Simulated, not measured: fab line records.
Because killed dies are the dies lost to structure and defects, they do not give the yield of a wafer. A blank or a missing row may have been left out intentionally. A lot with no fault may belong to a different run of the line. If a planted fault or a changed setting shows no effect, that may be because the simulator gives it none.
Which of the tools did it? || flow nand harc || Sampling: 13 lots, 39 wafers, 5 of 1159 route steps

WHAT THE GAUGES READ, wafer by wafer
NHARC_A_CONTACT_OVL_MEAS_70.
{"lot": "L131", "measured": "day 16 23:47", "on": "overlay-01", "overlay x nm (nm)": "0.2 -0.4 -0.3", "overlay y nm (nm)": "1.6 1.6 2.1"}
{"lot": "L132", "measured": "day 17 01:40", "on": "overlay-01", "overlay x nm (nm)": "0.0 0.6 0.6", "overlay y nm (nm)": "-1.5 -1.6 -2.1"}
{"lot": "L129", "measured": "day 17 05:34", "on": "overlay-01", "overlay x nm (nm)": "0.0 0.0 -0.5", "overlay y nm (nm)": "-0.7 -1.4 -1.0"}
{"lot": "L135", "measured": "day 18 00:23", "on": "overlay-01", "overlay x nm (nm)": "0.0 -0.6 0.2", "overlay y nm (nm)": "0.8 0.2 0.4"}
{"lot": "L136", "measured": "day 18 10:23", "on": "overlay-02", "overlay x nm (nm)": "0.4 -0.1 0.1", "overlay y nm (nm)": "-0.9 -0.9 -0.2"}
{"lot": "L137", "measured": "day 18 20:13", "on": "overlay-02", "overlay x nm (nm)": "0.4 0.2 0.5", "overlay y nm (nm)": "-1.7 -2.1 -1.4"}
{"lot": "L139", "measured": "day 18 23:58", "on": "overlay-02", "overlay x nm (nm)": "-0.1 0.2 0.5", "overlay y nm (nm)": "-0.4 -0.5 -0.8"}
{"lot": "L140", "measured": "day 19 21:31", "on": "overlay-01", "overlay x nm (nm)": "0.8 0.1 0.8", "overlay y nm (nm)": "-0.5 0.0 0.6"}
{"lot": "L143", "measured": "day 20 01:29", "on": "overlay-01", "overlay x nm (nm)": "0.0 0.2 0.9", "overlay y nm (nm)": "-0.6 -0.5 -0.7"}
{"lot": "L151", "measured": "day 21 14:08", "on": "overlay-01", "overlay x nm (nm)": "-0.8 -1.0 -1.1", "overlay y nm (nm)": "0.5 0.1 0.3"}
{"lot": "L149", "measured": "day 21 19:54", "on": "overlay-02", "overlay x nm (nm)": "0.1 0.6 -0.1", "overlay y nm (nm)": "-0.5 -0.5 -0.8"}
{"lot": "L150", "measured": "day 21 23:23", "on": "overlay-01", "overlay x nm (nm)": "-0.7 -0.7 -1.1", "overlay y nm (nm)": "0.0 0.1 0.4"}
{"lot": "L152", "measured": "day 22 09:10", "on": "overlay-02", "overlay x nm (nm)": "0.3 0.8 0.9", "overlay y nm (nm)": "2.1 1.9 2.1"}

NHARC_END_SORT_01.
{"lot": "L131", "measured": "day 19 19:53", "on": "prober-01", "killed at array": "13 15 17", "killed at other": "1 1 3", "killed at periphery": "5 5 6", "killed dies": "19 21 26", "killed open": "4 2 6", "killed short": "1 1 3"}
{"lot": "L132", "measured": "day 19 19:57", "on": "prober-02", "killed at array": "23 25 24", "killed at other": "0 0 0", "killed at periphery": "4 6 0", "killed dies": "27 31 24", "killed open": "2 3 2", "killed short": "1 4 1"}
{"lot": "L129", "measured": "day 20 03:38", "on": "prober-01", "killed at array": "13 15 12", "killed at other": "2 0 2", "killed at periphery": "3 3 2", "killed dies": "18 18 16", "killed open": "4 5 6", "killed short": "2 4 0"}
{"lot": "L135", "measured": "day 20 23:23", "on": "prober-01", "killed at array": "37 27 38", "killed at other": "0 2 0", "killed at periphery": "2 3 4", "killed dies": "39 32 42", "killed open": "3 3 6", "killed short": "3 1 2"}
{"lot": "L136", "measured": "day 20 21:44", "on": "prober-02", "killed at array": "16 26 20", "killed at other": "0 0 2", "killed at periphery": "4 4 3", "killed dies": "20 30 25", "killed open": "3 5 3", "killed short": "0 1 1"}
{"lot": "L137", "measured": "day 21 06:08", "on": "prober-01", "killed at array": "41 39 32", "killed at other": "0 0 0", "killed at periphery": "3 6 4", "killed dies": "44 45 36", "killed open": "4 4 1", "killed short": "0 3 5"}
{"lot": "L139", "measured": "day 21 07:43", "on": "prober-02", "killed at array": "27 29 33", "killed at other": "0 0 0", "killed at periphery": "3 5 2", "killed dies": "30 34 35", "killed open": "0 4 2", "killed short": "1 1 1"}
{"lot": "L140", "measured": "day 22 18:03", "on": "prober-01", "killed at array": "676 671 674", "killed at other": "0 1 0", "killed at periphery": "1 5 3", "killed dies": "677 677 677", "killed open": "4 3 3", "killed short": "1 2 1"}
{"lot": "L143", "measured": "day 22 18:03", "on": "prober-02", "killed at array": "676 676 672", "killed at other": "0 0 1", "killed at periphery": "1 1 4", "killed dies": "677 677 677", "killed open": "5 4 8", "killed short": "0 0 1"}
{"lot": "L151", "measured": "day 24 00:30", "on": "prober-01", "killed at array": "26 24 27", "killed at other": "1 3 0", "killed at periphery": "4 4 5", "killed dies": "31 31 32", "killed open": "3 3 5", "killed short": "2 2 0"}
{"lot": "L149", "measured": "day 24 10:29", "on": "prober-01", "killed at array": "43 42 55", "killed at other": "0 1 1", "killed at periphery": "1 4 2", "killed dies": "44 47 58", "killed open": "1 3 3", "killed short": "4 0 1"}
{"lot": "L150", "measured": "day 24 08:54", "on": "prober-02", "killed at array": "33 33 38", "killed at other": "1 4 2", "killed at periphery": "2 1 2", "killed dies": "36 38 42", "killed open": "4 1 3", "killed short": "3 2 2"}
{"lot": "L152", "measured": "day 24 23:13", "on": "prober-02", "killed at array": "38 31 28", "killed at other": "0 0 0", "killed at periphery": "2 4 4", "killed dies": "40 35 32", "killed open": "3 5 4", "killed short": "2 2 2"}

WHICH TOOL RAN EACH LOT (tool, then ch and the chambers of the sampled wafers, then the start)
{"lot": "L131", "NHARC_A_CONTACT_ETCH_124": "har cap etch-03 ch 0,1, day 17 01:20", "NHARC_A_CONTACT_ETCH_126": "har cap etch-03 ch 0,1, day 17 01:40", "NHARC_A_CONTACT_ETCH_132": "har cap etch-03 ch 0,1, day 17 02:31"}
{"lot": "L132", "NHARC_A_CONTACT_ETCH_124": "har cap etch-01 ch 0,1, day 17 03:05", "NHARC_A_CONTACT_ETCH_126": "har cap etch-01 ch 0,1, day 17 03:25", "NHARC_A_CONTACT_ETCH_132": "har cap etch-01 ch 0,1, day 17 04:16"}
{"lot": "L129", "NHARC_A_CONTACT_ETCH_124": "har cap etch-01 ch 0,1, day 17 06:49", "NHARC_A_CONTACT_ETCH_126": "har cap etch-01 ch 0,1, day 17 07:16", "NHARC_A_CONTACT_ETCH_132": "har cap etch-01 ch 0,1, day 17 08:25"}
{"lot": "L135", "NHARC_A_CONTACT_ETCH_124": "har cap etch-03 ch 0,1, day 18 01:41", "NHARC_A_CONTACT_ETCH_126": "har cap etch-03 ch 0,1, day 18 02:01", "NHARC_A_CONTACT_ETCH_132": "har cap etch-03 ch 0,1, day 18 02:52"}
{"lot": "L136", "NHARC_A_CONTACT_ETCH_124": "har cap etch-01 ch 0,1, day 18 11:37", "NHARC_A_CONTACT_ETCH_126": "har cap etch-01 ch 0,1, day 18 11:57", "NHARC_A_CONTACT_ETCH_132": "har cap etch-01 ch 0,1, day 18 12:48"}
{"lot": "L137", "NHARC_A_CONTACT_ETCH_124": "har cap etch-01 ch 0,1, day 18 21:42", "NHARC_A_CONTACT_ETCH_126": "har cap etch-01 ch 0,1, day 18 22:03", "NHARC_A_CONTACT_ETCH_132": "har cap etch-01 ch 0,1, day 18 22:54"}
{"lot": "L139", "NHARC_A_CONTACT_ETCH_124": "har cap etch-02 ch 0,1, day 19 01:18", "NHARC_A_CONTACT_ETCH_126": "har cap etch-02 ch 0,1, day 19 01:38", "NHARC_A_CONTACT_ETCH_132": "har cap etch-02 ch 0,1, day 19 02:29"}
{"lot": "L140", "NHARC_A_CONTACT_ETCH_124": "har cap etch-02 ch 0,1, day 19 22:45", "NHARC_A_CONTACT_ETCH_126": "har cap etch-02 ch 0,1, day 19 23:12", "NHARC_A_CONTACT_ETCH_132": "har cap etch-02 ch 0,1, day 20 00:20"}
{"lot": "L143", "NHARC_A_CONTACT_ETCH_124": "har cap etch-03 ch 0,1, day 20 02:58", "NHARC_A_CONTACT_ETCH_126": "har cap etch-03 ch 0,1, day 20 03:19", "NHARC_A_CONTACT_ETCH_132": "har cap etch-03 ch 0,1, day 20 04:09"}
{"lot": "L151", "NHARC_A_CONTACT_ETCH_124": "har cap etch-02 ch 0,1, day 21 15:25", "NHARC_A_CONTACT_ETCH_126": "har cap etch-02 ch 0,1, day 21 15:44", "NHARC_A_CONTACT_ETCH_132": "har cap etch-02 ch 0,1, day 21 16:35"}
{"lot": "L149", "NHARC_A_CONTACT_ETCH_124": "har cap etch-02 ch 0,1, day 21 21:17", "NHARC_A_CONTACT_ETCH_126": "har cap etch-02 ch 0,1, day 21 21:37", "NHARC_A_CONTACT_ETCH_132": "har cap etch-02 ch 0,1, day 21 22:27"}
{"lot": "L150", "NHARC_A_CONTACT_ETCH_124": "har cap etch-01 ch 0,1, day 22 00:40", "NHARC_A_CONTACT_ETCH_126": "har cap etch-01 ch 0,1, day 22 01:01", "NHARC_A_CONTACT_ETCH_132": "har cap etch-01 ch 0,1, day 22 01:52"}
{"lot": "L152", "NHARC_A_CONTACT_ETCH_124": "har cap etch-01 ch 0,1, day 22 10:30", "NHARC_A_CONTACT_ETCH_126": "har cap etch-01 ch 0,1, day 22 10:56", "NHARC_A_CONTACT_ETCH_132": "har cap etch-01 ch 0,1, day 22 12:04"}
- NHARC_A_CONTACT_ETCH_124: etches the open film in C4F8/O2/Ar, time 140 s, target depth 700 nm.
- NHARC_A_CONTACT_ETCH_126: etches the open film in C4F8/O2/Ar, time 155 s, target depth 956 nm.
- NHARC_A_CONTACT_ETCH_132: etches the open film in C4F8/O2/Ar, time 156 s, target depth 958 nm.

WHAT THE TOOLS THEMSELVES READ (means of the sampled wafers that have a number; where no wafer has one, the mark that the record gives instead)
NHARC_A_CONTACT_ETCH_124.
{"lot": "L131", "tool": "har cap etch-03", "chamber pressure mTorr (mTorr)": 20.004, "oes air line au (a.u.)": 1.014}
{"lot": "L132", "tool": "har cap etch-01", "chamber pressure mTorr (mTorr)": 19.977, "oes air line au (a.u.)": 1.014}
{"lot": "L129", "tool": "har cap etch-01", "chamber pressure mTorr (mTorr)": 19.994, "oes air line au (a.u.)": 1.038}
{"lot": "L135", "tool": "har cap etch-03", "chamber pressure mTorr (mTorr)": 19.982, "oes air line au (a.u.)": 1.005}
{"lot": "L136", "tool": "har cap etch-01", "chamber pressure mTorr (mTorr)": 20.007, "oes air line au (a.u.)": 1.011}
{"lot": "L137", "tool": "har cap etch-01", "chamber pressure mTorr (mTorr)": 19.999, "oes air line au (a.u.)": 0.985}
{"lot": "L139", "tool": "har cap etch-02", "chamber pressure mTorr (mTorr)": 19.996, "oes air line au (a.u.)": 0.998}
{"lot": "L140", "tool": "har cap etch-02", "chamber pressure mTorr (mTorr)": 20.014, "oes air line au (a.u.)": 0.998}
{"lot": "L143", "tool": "har cap etch-03", "chamber pressure mTorr (mTorr)": 20.007, "oes air line au (a.u.)": 1.004}
{"lot": "L151", "tool": "har cap etch-02", "chamber pressure mTorr (mTorr)": 20.001, "oes air line au (a.u.)": 1.004}
{"lot": "L149", "tool": "har cap etch-02", "chamber pressure mTorr (mTorr)": 19.982, "oes air line au (a.u.)": 1.003}
{"lot": "L150", "tool": "har cap etch-01", "chamber pressure mTorr (mTorr)": 20.004, "oes air line au (a.u.)": 0.972}
{"lot": "L152", "tool": "har cap etch-01", "chamber pressure mTorr (mTorr)": 20.012, "oes air line au (a.u.)": 0.995}

NHARC_A_CONTACT_ETCH_126.
{"lot": "L131", "tool": "har cap etch-03", "chamber pressure mTorr (mTorr)": 19.992, "oes air line au (a.u.)": 1.004}
{"lot": "L132", "tool": "har cap etch-01", "chamber pressure mTorr (mTorr)": 19.992, "oes air line au (a.u.)": 0.993}
{"lot": "L129", "tool": "har cap etch-01", "chamber pressure mTorr (mTorr)": 19.979, "oes air line au (a.u.)": 1.001}
{"lot": "L135", "tool": "har cap etch-03", "chamber pressure mTorr (mTorr)": 19.994, "oes air line au (a.u.)": 1.002}
{"lot": "L136", "tool": "har cap etch-01", "chamber pressure mTorr (mTorr)": 20.005, "oes air line au (a.u.)": 1.026}
{"lot": "L137", "tool": "har cap etch-01", "chamber pressure mTorr (mTorr)": 19.993, "oes air line au (a.u.)": 0.991}
{"lot": "L139", "tool": "har cap etch-02", "chamber pressure mTorr (mTorr)": 20.007, "oes air line au (a.u.)": 1.013}
{"lot": "L140", "tool": "har cap etch-02", "chamber pressure mTorr (mTorr)": "-", "oes air line au (a.u.)": "-"}
{"lot": "L143", "tool": "har cap etch-03", "chamber pressure mTorr (mTorr)": "-", "oes air line au (a.u.)": "-"}
{"lot": "L151", "tool": "har cap etch-02", "chamber pressure mTorr (mTorr)": 20.010, "oes air line au (a.u.)": 1.018}
{"lot": "L149", "tool": "har cap etch-02", "chamber pressure mTorr (mTorr)": 20.015, "oes air line au (a.u.)": 1.003}
{"lot": "L150", "tool": "har cap etch-01", "chamber pressure mTorr (mTorr)": 20.013, "oes air line au (a.u.)": 1.003}
{"lot": "L152", "tool": "har cap etch-01", "chamber pressure mTorr (mTorr)": 20.001, "oes air line au (a.u.)": 0.997}

NHARC_A_CONTACT_ETCH_132.
{"lot": "L131", "tool": "har cap etch-03", "chamber pressure mTorr (mTorr)": 19.991, "oes air line au (a.u.)": 1.000}
{"lot": "L132", "tool": "har cap etch-01", "chamber pressure mTorr (mTorr)": 19.990, "oes air line au (a.u.)": 0.998}
{"lot": "L129", "tool": "har cap etch-01", "chamber pressure mTorr (mTorr)": 19.991, "oes air line au (a.u.)": 1.021}
{"lot": "L135", "tool": "har cap etch-03", "chamber pressure mTorr (mTorr)": 20.007, "oes air line au (a.u.)": 0.982}
{"lot": "L136", "tool": "har cap etch-01", "chamber pressure mTorr (mTorr)": 20.004, "oes air line au (a.u.)": 0.987}
{"lot": "L137", "tool": "har cap etch-01", "chamber pressure mTorr (mTorr)": 20.011, "oes air line au (a.u.)": 0.991}
{"lot": "L139", "tool": "har cap etch-02", "chamber pressure mTorr (mTorr)": 19.999, "oes air line au (a.u.)": 1.016}
{"lot": "L140", "tool": "har cap etch-02", "chamber pressure mTorr (mTorr)": 19.987, "oes air line au (a.u.)": 1.004}
{"lot": "L143", "tool": "har cap etch-03", "chamber pressure mTorr (mTorr)": 19.995, "oes air line au (a.u.)": 0.996}
{"lot": "L151", "tool": "har cap etch-02", "chamber pressure mTorr (mTorr)": 19.999, "oes air line au (a.u.)": 0.998}
{"lot": "L149", "tool": "har cap etch-02", "chamber pressure mTorr (mTorr)": 19.989, "oes air line au (a.u.)": 0.985}
{"lot": "L150", "tool": "har cap etch-01", "chamber pressure mTorr (mTorr)": 19.985, "oes air line au (a.u.)": 0.974}
{"lot": "L152", "tool": "har cap etch-01", "chamber pressure mTorr (mTorr)": 20.000, "oes air line au (a.u.)": 0.968}

THE ANSWER, worked out from the rows above alone
Rule: the usual values come from the lots themselves. The widest of any qualifying gaps counts: lots, ordered by their means at a reading, are off when they make up no more than a third of the lots, leave a main group of 4 or more, and stand apart from it by 3 or more times the standard deviation of that group's means. If all means in a main group match to the digits the tables above print for the reading, that group is not used. A lot without any number at a reading at which 4 lots or more have one is off too. Where the step has rows for the other lots, those lots are counted as sound. First the gauges in route order, then the tools' own readings, where a lot's mean is used as printed above. At the first step where some lot is off, the reading lying furthest off is the one used; lots without a number count as furthest.
Off at NHARC_END_SORT_01 (killed dies): L140, L143. The main group: mean 33, standard deviation 8.9.
If a tool, at a process step before that reading, ran all the lots that are off and no sound lot after the first of them, it fits. Not tried: the gauges at NHARC_END_SORT_01; whatever is off there is also off at NHARC_A_CONTACT_ETCH_126, on other tools, and gauge error can't account for it. Not one of the candidates tried fits.

WHAT THE SIMULATOR HAD INSERTED
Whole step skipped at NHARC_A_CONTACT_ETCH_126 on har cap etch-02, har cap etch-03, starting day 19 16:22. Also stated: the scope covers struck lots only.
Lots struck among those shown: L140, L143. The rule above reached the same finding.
